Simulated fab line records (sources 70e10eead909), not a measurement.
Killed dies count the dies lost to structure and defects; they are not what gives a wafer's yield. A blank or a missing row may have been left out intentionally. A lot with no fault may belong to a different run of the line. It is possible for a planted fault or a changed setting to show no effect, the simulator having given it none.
fab line records	flow nand_harc
record: lots: 24	wafers: 72	last_day: 33
route steps=1302 shown A_STAIRCASE@848 A_SGD_CUT@908 A_WL_FILL@967
lots that met no fault: taken from a fault-free run of the same line
start_h: the number of hours between the record's first day and the start of the first shown wafer of the lot	wait_h: hours elapsed since this lot's preceding step	" as in the row above	L1.1+2: a single row standing in for several wafers	- no value present, or no start provided	* or withheld: withheld	< > ~ a bound
route shown NAME@n: names a module that has steps shown in the file, with the first one's number in the route	usual: mean/standard deviation of fault-free wafers	same: alike in all rows	chamber/n: place in a boat	sites: each site's reading	_std_site: their standard deviation	_edge_site: outer sites' mean less inner sites'	radius_mm: how far each site lies from the wafer's centre	mask NAME#n: copy n	behind: tool/chamber where the wafer was last shaped	hold: why the lot went on hold/how many hours it stayed there/how the hold came to an end	device: names the non-switching transistor (n, p or np)	end of line: the same wafers' tests at the end of the route	a step with no rows: only its recipe	killed: the dies lost at the first sort to structure and to defects; this is not the yield of the wafer	map: per-die view of a wafer (x killed, . not killed, _ where there is no die)
set.NAME: the run value of the setting; set.NAME@STEP: its run value at that earlier step	model.NAME: the simulator's own value behind a step, which no gauge read
the route's steps for a sample of lots (tables are steps, rows are wafers)
services: a tool's chamber out of use, with start hour (start_h, from the record's first day; less than 0 if before it), hours out, and reason
== steps ==
step: NHARC_A_STAIRCASE_ALD_420
recipe: target_thk_a: 200	pulse_time_s: 6	ald_cycles: 200	temp_c: 300	material: SiO2
usual: heater_power_w: 491/64	precursor_pulse_height_rel: 1.002/0.02
lot.wafer	tool	chamber	start_h	wait_h	heater_power_w	precursor_pulse_height_rel
L074.3	ald_hk-01	2	384.57	-	477	0.972
L074.2	"	0	"	"	614	1.011
L074.6	"	1	"	"	546	1.027
L075.4	ald_hk-04	3	407.76	0.3	435	0.992
L075.6	"	2	"	"	478	0.981
L075.5	"	3	"	"	414	1.032
L076.3	ald_hk-01	0	427.70	-	622	0.987
L076.2	"	2	"	"	487	1.035
L076.6	"	1	"	"	562	1.002
L077.4	ald_hk-04	3	428.39	-	428	1.014
L077.2	"	0	"	"	468	1.012
L077.5	"	3	"	"	412	0.999
L078.3	ald_hk-02	2	433.67	0.1	397	0.969
L078.1	"	1	"	"	422	0.990
L078.6	"	3	"	"	529	0.983
L079.1	ald_hk-01	1	436.22	0.3	548	1.003
L079.4	"	3	"	"	532	1.020
L079.5	"	1	"	"	548	0.968
L080.2	ald_hk-01	0	469.40	0.1	616	0.975
L080.1	"	1	"	"	543	0.972
L080.4	"	2	"	"	475	1.002
L081.2	ald_hk-04	0	469.45	0.1	482	1.003
L081.3	"	1	"	"	435	1.001
L081.4	"	3	"	"	427	0.974
L082.3	ald_hk-04	2	482.74	-	475	1.009
L082.1	"	0	"	"	471	1.008
L082.5	"	2	"	"	504	0.982
L083.3	ald_hk-01	2	492.61	-	479	1.031
L083.5	"	0	"	"	632	0.980
L083.6	"	1	"	"	492	0.998
L084.2	ald_hk-04	2	504.02	-	488	0.984
L084.3	"	0	"	"	467	0.989
L084.6	"	1	"	"	440	0.989
L085.2	ald_hk-01	2	507.54	-	496	1.003
L085.4	"	0	"	"	628	1.011
L085.5	"	3	"	"	513	1.023
L086.3	ald_hk-02	2	518.47	-	390	1.020
L086.5	"	3	"	"	519	1.025
L086.6	"	0	"	"	460	1.031
L087.1	ald_hk-01	3	538.23	-	542	0.988
L087.6	"	3	"	"	523	1.019
L087.5	"	0	"	"	642	0.994
L089.1	ald_hk-04	0	546.30	-	453	1.021
L089.5	"	0	"	"	465	1.011
L089.6	"	1	"	"	441	0.995
L088.3	ald_hk-01	3	546.85	-	531	0.968
L088.2	"	0	"	"	635	0.989
L088.6	"	3	"	"	542	0.995
L090.2	ald_hk-04	1	547.38	-	441	0.991
L090.1	"	3	"	"	433	0.977
L090.5	"	0	"	"	465	1.017
L091.4	ald_hk-02	2	553.77	-	412	1.035
L091.2	"	3	"	"	534	1.017
L091.5	"	0	"	"	441	1.022
L092.3	ald_hk-02	3	576.40	-	546	1.001
L092.1	"	1	"	"	436	0.993
L092.5	"	2	"	"	418	0.984
L094.1	ald_hk-02	1	588.30	-	441	0.995
L094.3	"	2	"	"	427	0.948
L094.2	"	3	"	"	556	1.034
L093.1	ald_hk-01	0	588.31	-	662	1.020
L093.4	"	2	"	"	485	0.975
L093.2	"	3	"	"	550	0.977
L095.1	ald_hk-02	0	604.72	-	456	1.000
L095.3	"	1	"	"	435	1.038
L095.4	"	2	"	"	409	1.005
L097.3	ald_hk-02	3	622.51	-	545	0.996
L097.4	"	0	"	"	442	0.996
L097.1	"	1	"	"	428	1.014
L096.4	ald_hk-04	2	622.52	-	470	1.019
L096.2	"	3	"	"	425	1.005
L096.6	"	2	"	"	456	1.001
step: NHARC_A_STAIRCASE_DEP_151
recipe: target_thk_a: 72000	temp_c: 400	target_thk_nm: 7200	teos_flow_sccm: 200	rf_w: 500	material: SiO2
usual: heater_power_w: 623/88
lot.wafer	tool	chamber	start_h	wait_h	heater_power_w
L074.3	pecvd-03	0	395.19	0.4	760
L074.2	"	1	"	"	603
L074.6	"	0	"	"	617
L075.4	pecvd-04	0	416.04	0.7	586
L075.5	"	1	"	"	485
L075.6	"	2	"	"	621
L076.2	pecvd-03	1	435.87	0.4	587
L076.3	"	2	"	"	684
L076.6	"	1	"	"	493
L077.2	pecvd-04	0	435.87	0.4	689
L077.4	"	0	"	"	586
L077.5	"	2	"	"	611
L079.1	pecvd-02	2	441.85	0.4	855
L079.5	"	0	"	"	575
L079.4	"	1	"	"	563
L078.3	pecvd-03	1	441.94	0.5	593
L078.1	"	2	"	"	654
L078.6	"	2	"	"	556
L081.2	pecvd-02	1	477.52	0.4	576
L081.3	"	2	"	"	758
L081.4	"	0	"	"	593
L080.2	pecvd-03	1	477.61	0.5	547
L080.1	"	2	"	"	629
L080.4	"	1	"	"	499
L082.1	pecvd-04	1	490.65	0.4	614
L082.3	"	2	"	"	675
L082.5	"	2	"	"	622
L083.3	pecvd-02	1	500.43	0.4	633
L083.6	"	1	"	"	561
L083.5	"	2	"	"	727
L085.2	pecvd-04	0	512.76	0.4	711
L085.5	"	0	"	"	568
L085.4	"	2	"	"	615
L084.2	pecvd-02	0	512.86	0.5	703
L084.3	"	1	"	"	690
L084.6	"	1	"	"	558
L086.3	pecvd-02	1	526.16	0.4	672
L086.6	"	1	"	"	581
L086.5	"	2	"	"	723
L087.1	pecvd-03	0	546.28	0.4	724
L087.6	"	0	"	"	596
L087.5	"	1	"	"	503
L088.3	pecvd-04	2	554.58	0.5	662
L088.2	"	0	"	"	686
L088.6	"	0	"	"	546
L089.1	pecvd-02	0	554.70	0.6	743
L089.6	"	2	"	"	736
L089.5	"	0	"	"	600
L090.2	pecvd-04	2	555.05	1.0	664
L090.1	"	0	"	"	652
L090.5	"	2	"	"	604
L091.2	pecvd-04	2	561.58	0.4	685
L091.5	"	2	"	"	622
L091.4	"	1	"	"	483
L092.3	pecvd-03	2	584.45	0.5	702
L092.1	"	1	"	"	625
L092.5	"	2	"	"	581
L094.3	pecvd-03	1	596.50	0.4	556
L094.1	"	2	"	"	662
L094.2	"	0	"	"	700
L093.2	pecvd-04	1	596.64	0.5	560
L093.1	"	2	"	"	715
L093.4	"	2	"	"	620
L095.1	pecvd-04	2	612.92	0.4	785
L095.3	"	0	"	"	680
L095.4	"	1	"	"	489
L096.2	pecvd-02	1	630.59	0.5	722
L096.4	"	0	"	"	581
L096.6	"	2	"	"	758
L097.1	pecvd-04	2	630.67	0.6	724
L097.3	"	1	"	"	546
L097.4	"	0	"	"	567
step: NHARC_A_STAIRCASE_ETCH_444
recipe: target_depth_a: 2.04e+05	time_s: 6800	c4f8_flow_sccm: 20	o2_flow_sccm: 10	ar_flow_sccm: withheld	rf_w: 600	bias_w: 1000	chemistry: C4F8/O2
usual: oes_product_au: 0.940/0.021	rf_vpp_V: 808/5.9
lot.wafer	tool	chamber	start_h	wait_h	oes_product_au	rf_hours_counter_h	rf_vpp_V
L074.2	rie_diel-08	3	430.63	0.1	0.927	15	801
L074.3	"	0	"	"	0.919	17	812
L074.6	"	0	432.99	2.4	0.937	-	814
L075.4	rie_diel-12	0	440.59	0.5	0.923	54	811
L075.6	"	3	442.01	1.9	0.924	-	805
L075.5	"	0	"	"	0.923	-	812
L077.4	rie_diel-11	2	460.24	0.1	0.959	5	814
L077.2	"	0	"	"	0.981	5	805
L077.5	"	2	"	"	0.953	-	816
L076.3	rie_diel-12	3	460.35	0.2	0.951	2	806
L076.2	"	2	461.78	1.6	0.946	2	801
L076.6	"	3	"	"	0.950	-	804
L079.4	rie_diel-12	0	468.82	0.1	0.984	6	810
L079.1	"	2	"	"	0.979	4	800
L079.5	"	0	"	"	0.991	-	811
L078.3	rie_diel-11	1	469.03	0.1	0.950	9	810
L078.1	"	3	"	"	0.940	10	800
L078.6	"	2	471.38	2.4	0.944	-	815
L080.4	rie_diel-11	1	503.66	0.1	0.939	20	809
L080.1	"	3	"	"	0.925	21	800
L080.2	"	0	"	"	0.923	19	804
L081.3	rie_diel-08	0	503.78	0.2	0.923	40	814
L081.2	"	2	"	"	0.934	39	807
L081.4	"	0	505.69	2.1	0.930	-	814
L082.3	rie_diel-08	3	517.90	0.1	0.933	46	801
L082.1	"	2	519.17	1.3	0.933	48	807
L082.5	"	3	"	"	0.931	-	800
L083.3	rie_diel-11	0	528.80	0.9	0.918	26	804
L083.6	"	3	530.20	2.2	0.917	-	800
L083.5	"	0	"	"	0.914	-	805
L084.2	rie_diel-08	2	536.69	0.3	0.936	56	805
L084.3	"	1	537.96	1.5	0.939	42	799
L084.6	"	2	"	"	0.932	-	804
L085.4	rie_diel-12	2	537.27	1.0	0.930	24	801
L085.2	"	3	"	"	0.909	27	802
L085.5	"	1	"	"	0.914	-	814
L086.3	rie_diel-12	1	551.52	0.1	0.918	28	815
L086.5	"	1	553.44	2.0	0.921	-	814
L086.6	"	2	"	"	0.923	-	801
L087.1	rie_diel-11	3	570.24	1.0	0.921	45	799
L087.6	"	1	"	"	0.925	-	808
L087.5	"	2	"	"	0.927	-	814
L088.2	rie_diel-11	2	582.40	0.1	0.936	50	814
L088.3	"	1	583.83	1.5	0.932	49	810
L088.6	"	3	"	"	0.929	-	800
L090.2	rie_diel-08	0	582.43	0.1	0.962	6	815
L090.1	"	1	"	"	0.970	5	815
L090.5	"	1	584.83	2.4	0.978	-	814
L089.1	rie_diel-12	3	584.77	1.2	0.926	41	803
L089.5	"	1	"	"	0.918	-	814
L089.6	"	2	"	"	0.930	-	800
L091.2	rie_diel-11	2	589.74	0.1	0.924	54	816
L091.4	"	3	"	"	0.924	54	799
L091.5	"	3	592.10	2.4	0.934	-	800
L092.1	rie_diel-12	3	608.97	0.1	0.925	50	804
L092.3	"	0	"	"	0.918	51	809
L092.5	"	0	611.35	2.4	0.921	-	809
L094.1	rie_diel-11	3	621.03	0.1	0.992	1	800
L094.3	"	0	"	"	0.975	1	802
L094.2	"	2	"	"	0.987	1	815
L093.2	rie_diel-08	0	621.29	0.2	0.926	20	815
L093.4	"	1	"	"	0.916	20	815
L093.1	"	3	"	"	0.925	18	799
L095.1	rie_diel-12	0	638.94	0.1	0.952	2	810
L095.4	"	1	"	"	0.958	1	814
L095.3	"	3	"	"	0.971	2	804
L096.4	rie_diel-12	0	656.40	0.1	0.975	8	810
L096.2	"	2	"	"	0.970	6	800
L096.6	"	0	"	"	0.975	-	810
L097.3	rie_diel-11	3	657.20	0.7	0.942	13	798
L097.4	"	0	"	"	0.944	13	804
L097.1	"	1	"	"	0.944	13	809
step: NHARC_A_STAIRCASE_CMP_450
recipe: target_thk_nm: 200	material: SiO2
usual: motor_current_A: 12.3/1.3
lot.wafer	tool	chamber	start_h	wait_h	motor_current_A
L074.3	cmp-03	2	437.32	-	10.5
L074.2	"	1	"	"	13.0
L074.6	"	2	"	"	10.8
L075.4	cmp-04	1	445.65	-	13.9
L075.6	"	0	"	"	12.6
L075.5	"	1	"	"	13.5
L077.4	cmp-03	1	465.48	-	12.8
L077.2	"	0	"	"	13.6
L077.5	"	2	"	"	10.7
L076.3	cmp-03	1	465.76	-	13.4
L076.2	"	2	"	"	10.9
L076.6	"	1	"	"	13.2
L079.1	cmp-03	2	474.13	-	10.6
L079.4	"	3	"	"	10.7
L079.5	"	3	"	"	11.3
L078.1	cmp-04	1	474.30	-	12.8
L078.3	"	3	"	"	12.3
L078.6	"	2	"	"	12.7
L080.1	cmp-04	2	508.88	-	11.6
L080.2	"	3	"	"	12.0
L080.4	"	1	"	"	12.6
L081.2	cmp-04	1	509.95	-	13.7
L081.4	"	2	"	"	12.0
L081.3	"	3	"	"	11.8
L082.3	cmp-01	3	524.04	-	12.1
L082.1	"	2	"	"	15.7
L082.5	"	3	"	"	12.4
L083.3	cmp-01	2	533.49	-	15.4
L083.5	"	1	"	"	9.7
L083.6	"	2	"	"	15.4
L085.4	cmp-03	2	541.70	-	11.0
L085.2	"	3	"	"	11.8
L085.5	"	2	"	"	10.9
L084.3	cmp-04	3	542.84	-	12.0
L084.2	"	0	"	"	12.9
L084.6	"	0	"	"	12.5
L086.3	cmp-04	2	556.90	-	12.0
L086.5	"	0	"	"	13.2
L086.6	"	1	"	"	12.6
L087.1	cmp-04	3	574.53	-	12.5
L087.6	"	1	"	"	13.5
L087.5	"	2	"	"	12.8
L088.2	cmp-03	2	587.61	-	10.5
L088.3	"	0	"	"	13.5
L088.6	"	2	"	"	10.7
L090.2	cmp-01	0	587.68	-	12.3
L090.1	"	1	"	"	9.8
L090.5	"	3	"	"	12.3
L089.1	cmp-03	2	588.98	-	10.6
L089.5	"	2	"	"	10.5
L089.6	"	3	"	"	11.7
L091.4	cmp-04	1	594.93	-	12.8
L091.2	"	3	"	"	11.8
L091.5	"	0	"	"	12.9
L092.3	cmp-01	1	614.17	-	10.5
L092.1	"	3	"	"	12.4
L092.5	"	2	"	"	14.7
L094.3	cmp-03	3	626.19	-	11.1
L094.2	"	0	"	"	13.4
L094.1	"	2	"	"	10.0
L093.4	cmp-01	0	626.49	-	13.0
L093.2	"	2	"	"	15.5
L093.1	"	3	"	"	12.4
L095.4	cmp-01	2	644.16	-	14.3
L095.3	"	3	"	"	11.8
L095.1	"	0	"	"	12.5
L096.2	cmp-01	0	661.61	-	12.7
L096.4	"	1	"	"	10.2
L096.6	"	0	"	"	12.0
L097.3	cmp-03	1	661.90	-	13.3
L097.4	"	2	"	"	10.4
L097.1	"	3	"	"	11.7
step: NHARC_A_SGD_CUT_ETCH_16
recipe: target_depth_a: 3105	time_s: 155.2	c4f8_flow_sccm: withheld	o2_flow_sccm: 8	ar_flow_sccm: withheld	rf_w: 600	bias_w: 800	chemistry: C4F8/O2/Ar
usual: oes_product_au: 0.970/0.014	rf_vpp_V: 723/5
lot.wafer	tool	chamber	start_h	wait_h	oes_product_au	rf_hours_counter_h	rf_vpp_V
L074.2	rie_diel-13	3	-	-	0.985	5.1	726
L074.3	"	0	"	"	0.977	5.3	730
L074.6	"	3	"	"	0.983	-	726
L075.4	rie_diel-02	3	-	-	0.973	4.0	727
L075.5	"	1	"	"	0.984	-	722
L075.6	"	2	"	"	0.973	-	719
L077.2	rie_diel-05	2	-	-	0.959	3.8	719
L077.4	"	3	"	"	0.945	3.7	719
L077.5	"	2	"	"	0.956	-	717
L076.3	rie_diel-02	3	-	-	0.982	6.0	725
L076.2	"	2	"	"	0.975	6.2	717
L076.6	"	0	"	"	0.974	-	717
L079.1	rie_diel-02	1	-	-	0.940	6.3	722
L079.4	"	2	"	"	0.938	6.9	717
L079.5	"	2	"	"	0.936	-	718
L078.1	rie_diel-13	0	-	-	0.971	7.9	731
L078.3	"	2	"	"	0.958	7.4	727
L078.6	"	1	"	"	0.980	-	721
L080.4	rie_diel-13	3	-	-	0.963	8.1	728
L080.1	"	0	"	"	0.982	9.3	731
L080.2	"	1	"	"	0.968	9.4	721
L081.2	rie_diel-13	0	-	-	0.966	9.6	731
L081.3	"	1	"	"	0.959	9.6	719
L081.4	"	2	"	"	0.976	9.0	729
L082.1	rie_diel-02	0	-	-	0.970	9.2	717
L082.3	"	1	"	"	0.968	8.9	723
L082.5	"	3	"	"	0.963	-	727
L083.3	rie_diel-05	2	-	-	0.986	7.9	718
L083.5	"	0	"	"	0.972	-	730
L083.6	"	1	"	"	0.987	-	723
L085.4	rie_diel-13	1	-	-	0.973	0.7	719
L085.2	"	0	"	"	0.973	0.7	731
L085.5	"	2	"	"	0.973	-	728
L084.3	rie_diel-05	2	-	-	0.991	8.3	718
L084.2	"	3	"	"	0.975	7.9	718
L084.6	"	2	"	"	0.991	-	717
L086.3	rie_diel-02	3	-	-	0.974	12.3	726
L086.6	"	1	"	"	0.967	-	723
L086.5	"	2	"	"	0.987	-	717
L087.1	rie_diel-05	3	-	-	0.969	10.2	719
L087.5	"	3	"	"	0.974	-	719
L087.6	"	0	"	"	0.969	-	729
L090.1	rie_diel-13	3	-	-	0.970	3.0	726
L090.2	"	0	"	"	0.968	2.7	730
L090.5	"	3	"	"	0.983	-	727
L088.3	rie_diel-02	2	-	-	0.986	2.2	717
L088.2	"	0	"	"	0.990	1.6	717
L088.6	"	2	"	"	0.994	-	718
L089.1	rie_diel-13	2	-	-	0.966	3.2	729
L089.5	"	1	"	"	0.991	-	719
L089.6	"	2	"	"	0.961	-	728
L091.2	rie_diel-02	0	-	-	0.977	3.0	716
L091.4	"	1	"	"	0.978	3.1	724
L091.5	"	0	"	"	0.982	-	715
L092.1	rie_diel-02	3	-	-	0.981	4.9	727
L092.3	"	1	"	"	0.969	4.2	724
L092.5	"	0	"	"	0.967	-	715
L094.1	rie_diel-05	2	-	-	0.978	3.4	718
L094.2	"	3	"	"	0.976	3.9	719
L094.3	"	1	"	"	0.964	3.3	724
L093.4	rie_diel-13	2	-	-	0.959	4.3	727
L093.1	"	3	"	"	0.966	4.8	728
L093.2	"	0	"	"	0.970	4.8	731
L095.3	rie_diel-13	2	-	-	0.973	5.3	728
L095.4	"	3	"	"	0.990	6.0	725
L095.1	"	0	"	"	0.983	6.1	729
L096.2	rie_diel-05	3	-	-	0.970	6.4	717
L096.4	"	1	"	"	0.967	5.4	723
L096.6	"	3	"	"	0.975	-	717
L097.3	rie_diel-13	0	-	-	0.981	7.0	730
L097.4	"	1	"	"	0.972	6.2	720
L097.1	"	2	"	"	0.976	6.2	729
step: NHARC_A_WL_FILL_STRIP_29
recipe: time_s: 20	o2_flow_sccm: 500	ar_flow_sccm: 0	bias_w: 0	chemistry: O2
usual: drypump_motor_current_A: 5.7/0.35	mfc_ar_sccm: 0.008/0.012	oes_product_au: 0.999/0.0069	rf_vpp_V: 57.7/0.87	showerhead_plenum_p_Torr: 3.51/0.13	throttle_valve_pct: 17.037/0.0094
lot.wafer	tool	chamber	start_h	wait_h	drypump_motor_current_A	mfc_ar_sccm	oes_product_au	rf_hours_counter_h	rf_vpp_V	showerhead_plenum_p_Torr	throttle_valve_pct
L074.3	rie_diel-10	0	486.61	0.1	5.3	0	1.002	3.7	58.7	3.33	17.054
L074.2	"	2	"	"	5.7	0.002	0.995	3.4	57.3	3.58	17.051
L074.6	"	0	"	"	5.3	0	1.014	-	58.6	3.33	17.056
L075.4	rie_diel-01	2	488.89	0.1	5.7	0.018	1.003	2.7	57.3	3.38	17.028
L075.5	"	0	"	"	5.3	0.028	0.992	-	58.7	3.63	17.033
L075.6	"	1	"	"	5.0	0	1.002	-	59.5	3.47	17.035
L077.2	rie_diel-10	1	506.22	0.1	5.7	0	1.003	4.4	57.7	3.52	17.024
L077.4	"	0	"	"	5.3	0	1.006	4.8	58.1	3.33	17.035
L077.5	"	1	"	"	5.8	0	0.989	-	56.7	3.52	17.037
L076.2	rie_diel-03	1	506.24	0.1	6.1	0.001	0.991	1.3	56.2	3.40	17.036
L076.3	"	3	"	"	5.5	0	1.006	0.9	57.8	3.63	17.039
L076.6	"	2	"	"	6.0	0.034	1.009	-	57.5	3.69	17.045
L078.1	rie_diel-01	3	518.96	0.1	6.1	0	0.987	2.4	58.2	3.69	17.050
L078.3	"	0	"	"	5.3	0.028	0.997	3.0	58.5	3.63	17.053
L078.6	"	2	"	"	5.8	0.018	0.999	-	58.7	3.38	17.034
L079.1	rie_diel-10	1	522.09	0.1	5.7	0	0.994	5.1	58.1	3.52	17.036
L079.4	"	0	"	"	5.3	0	0.994	5.5	57.6	3.33	17.033
L079.5	"	1	"	"	5.7	0	0.998	-	56.8	3.52	17.042
L080.2	rie_diel-01	0	550.26	0.1	5.3	0.028	0.993	3.9	57.1	3.63	17.042
L080.4	"	1	"	"	5.0	0	0.994	3.7	56.4	3.47	17.033
L080.1	"	3	"	"	6.1	0	0.997	3.3	58.4	3.69	17.049
L081.2	rie_diel-03	0	550.29	0.1	5.7	0.009	0.993	2.7	56.5	3.32	17.024
L081.3	"	1	"	"	6.1	0.001	0.990	2.4	57.1	3.40	17.030
L081.4	"	2	"	"	6.0	0.034	1.002	2.2	58.6	3.69	17.026
L082.1	rie_diel-10	0	565.91	0.1	5.3	0	1.005	8.0	57.4	3.33	17.026
L082.3	"	1	"	"	5.7	0	1.000	7.9	57.7	3.52	17.046
L082.5	"	0	"	"	5.3	0	1.005	-	58.3	3.33	17.038
L083.3	rie_diel-10	3	572.86	0.1	5.9	0.000	1.013	8.7	56.4	3.38	17.045
L083.5	"	0	"	"	5.3	0	1.002	-	58.8	3.33	17.029
L083.6	"	1	"	"	5.7	0	0.997	-	57.8	3.52	17.025
L085.2	rie_diel-01	2	582.77	0.1	5.7	0.018	0.995	0.3	56.8	3.38	17.038
L085.4	"	3	"	"	6.1	0	1.012	0.3	57.5	3.69	17.027
L085.5	"	0	"	"	5.3	0.028	1.010	-	56.9	3.63	17.042
L084.2	rie_diel-01	2	585.84	0.1	5.7	0.018	1.011	0.4	57.2	3.38	17.032
L084.3	"	0	"	"	5.3	0.028	1.005	0.3	57.9	3.63	17.036
L084.6	"	3	"	"	6.1	0	0.999	-	59.4	3.69	17.024
L086.3	rie_diel-03	2	598.85	0.1	6.1	0.034	0.995	3.5	59.2	3.69	17.049
L086.5	"	3	"	"	5.5	0	1.001	-	57.2	3.63	17.042
L086.6	"	0	"	"	5.7	0.009	1.000	-	56.1	3.32	17.047
L087.1	rie_diel-01	0	616.26	0.1	5.4	0.028	1.006	1.4	58.6	3.63	17.034
L087.5	"	1	"	"	5.0	0	0.994	-	56.7	3.47	17.043
L087.6	"	2	"	"	5.7	0.018	0.998	-	56.7	3.38	17.041
L088.3	rie_diel-03	2	628.10	0.1	6.0	0.034	1.004	5.0	56.8	3.69	17.047
L088.2	"	3	"	"	5.5	0	0.992	5.0	57.3	3.63	17.038
L088.6	"	3	"	"	5.5	0	0.989	-	59.0	3.63	17.046
L089.1	rie_diel-01	3	628.12	0.1	6.1	0	1.000	1.9	58.0	3.69	17.026
L089.5	"	3	"	"	6.1	0	1.006	-	58.0	3.69	17.021
L089.6	"	0	"	"	5.4	0.028	0.997	-	58.8	3.63	17.018
L090.2	rie_diel-01	3	631.75	0.1	6.1	0	0.988	2.0	59.2	3.69	17.036
L090.1	"	0	"	"	5.3	0.028	0.998	1.9	58.7	3.63	17.036
L090.5	"	0	"	"	5.3	0.028	0.998	-	58.5	3.63	17.034
L091.4	rie_diel-10	0	637.59	0.1	5.3	0	1.000	1.1	57.1	3.32	17.039
L091.2	"	1	"	"	5.7	0	0.996	1.2	57.3	3.52	17.033
L091.5	"	0	"	"	5.3	0	1.007	-	56.8	3.32	17.040
L092.3	rie_diel-10	3	656.39	0.1	6.0	0.000	1.013	1.8	57.6	3.38	17.036
L092.1	"	0	"	"	5.3	0	1.004	2.0	57.3	3.32	17.036
L092.5	"	0	"	"	5.3	0	1.009	-	55.8	3.32	17.034
L094.3	rie_diel-03	2	671.02	0.1	6.1	0.034	0.992	0.7	58.0	3.69	17.045
L094.2	"	3	"	"	5.5	0	0.996	0.8	59.8	3.63	17.038
L094.1	"	0	"	"	5.7	0.009	1.011	0.7	56.6	3.32	17.037
L093.1	rie_diel-03	0	671.06	0.1	5.6	0.009	1.012	0.7	58.3	3.32	17.037
L093.4	"	1	"	"	6.2	0.001	1.001	0.6	57.1	3.40	17.015
L093.2	"	2	"	"	6.0	0.034	0.997	0.7	58.7	3.69	17.039
L095.4	rie_diel-01	3	690.26	0.1	6.1	0	1.002	3.6	57.5	3.69	17.024
L095.3	"	1	"	"	5.0	0	0.998	3.2	56.9	3.47	17.058
L095.1	"	2	"	"	5.7	0.018	1.000	3.4	56.3	3.38	17.041
L096.2	rie_diel-03	3	702.16	0.1	5.6	0	1.001	2.2	58.2	3.63	17.041
L096.4	"	1	"	"	6.2	0.001	0.997	1.6	56.6	3.40	17.053
L096.6	"	3	"	"	5.5	0	0.995	-	59.3	3.63	17.035
L097.3	rie_diel-10	0	702.17	0.1	5.3	0	1.011	4.9	56.4	3.32	17.036
L097.1	"	2	"	"	5.7	0.002	0.987	5.1	57.8	3.58	17.023
L097.4	"	1	"	"	5.7	0	0.996	-	56.9	3.52	17.046
== services ==
tool	chamber	start_h	hours	kind
cmp-03	-	365.66	2.3	repair
cmp-03	-	372.63	1.5	repair
rie_diel-01	-	380.80	9.0	pm
pecvd-04	2	399.33	13.2	repair
rie_diel-01	3	423.84	11.2	repair
rie_diel-11	-	434.40	9.0	pm
rie_diel-01	1	438.25	13.3	repair
rie_diel-12	-	449.15	9.0	pm
pecvd-04	-	450.17	13.0	pm
rie_diel-01	3	453.98	7.3	repair
cmp-03	-	456.00	4.0	pm
rie_diel-13	3	456.70	6.9	repair
rie_diel-01	0	460.68	2.5	repair
rie_diel-11	-	463.21	0.6	repair
rie_diel-12	-	471.86	0.6	repair
ald_hk-01	-	474.00	10.0	pm
rie_diel-11	2	480.29	8.2	repair
rie_diel-13	-	519.08	9.0	pm
rie_diel-13	1	530.45	3.8	repair
pecvd-04	2	582.53	8.9	repair
rie_diel-13	2	609.33	8.8	repair
pecvd-04	-	631.25	13.0	pm
rie_diel-13	1	650.68	2.6	repair
rie_diel-13	-	696.08	9.0	pm
== key ==
fault none
